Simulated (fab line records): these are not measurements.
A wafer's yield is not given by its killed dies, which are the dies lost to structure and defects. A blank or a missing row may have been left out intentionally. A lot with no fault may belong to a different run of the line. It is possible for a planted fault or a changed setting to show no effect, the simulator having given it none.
Matching of chambers + flow n5_finfet + cvd_co-01 running N5_BEOL_M3_PRE_CLEAN_60: 3 sister chambers
The step time 15 s. 6 wafers are shown with their chamber, then 10 later ones without.

== WAFERS WITH THEIR CHAMBER ==
| wafer  | chamber | heater_power_w (W) | rf_fwd_power_W (W) |
|--------|---------|--------------------|--------------------|
| L084.1 | 0       | 66                 | 298.5              |
| L088.2 | 0       | 69                 | 296.8              |
| L087.6 | 2       | 97                 | 296.9              |
| L089.5 | 2       | 99                 | 296.6              |
| L090.1 | 1       | 91                 | 296.0              |
| L090.4 | 1       | 89                 | 296.9              |

== WAFERS WITH NO CHAMBER GIVEN ==
| wafer  | heater_power_w (W) | rf_fwd_power_W (W) |
|--------|--------------------|--------------------|
| L090.6 | 67                 | 297.1              |
| L091.1 | 68                 | 297.3              |
| L091.2 | 97                 | 296.6              |
| L091.4 | 98                 | 296.1              |
| L095.1 | 67                 | 297.2              |
| L095.3 | 99                 | 296.3              |
| L095.6 | 90                 | 297.8              |
| L094.2 | 98                 | 294.0              |
| L094.4 | 91                 | 297.1              |
| L094.5 | 97                 | 294.3              |

== WHICH CHAMBER EACH ONE RAN IN ==
| wafer  | from the rows above     | in truth |
|--------|-------------------------|----------|
| L090.6 | 0                       | 0        |
| L091.1 | 0                       | 0        |
| L091.2 | 2                       | 2        |
| L091.4 | 2                       | 2        |
| L095.1 | 0                       | 0        |
| L095.3 | 2                       | 2        |
| L095.6 | 1                       | 1        |
| L094.2 | 2                       | 2        |
| L094.4 | 1                       | 1        |
| L094.5 | can't be placed: 2 or 1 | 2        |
Correct placement for 9 of the 10. Can't be placed from these rows: 1 (the true chamber is among the candidates in 1). Placed wrongly: 0.
How it was worked out, from the rows above alone: a wafer's distance from a chamber is the root of the sum, over the readings, of the square of ((its reading less the chamber's mean) divided by the reading's scatter). The wafer belongs to the nearest chamber; if the next one is less than 2 further off, it can't be placed. A chamber's mean is the mean of its shown wafers. The scatter is the square root of a quotient: the sum, over the shown wafers, of each reading's squared deviation from its chamber's mean, divided by wafers minus chambers.
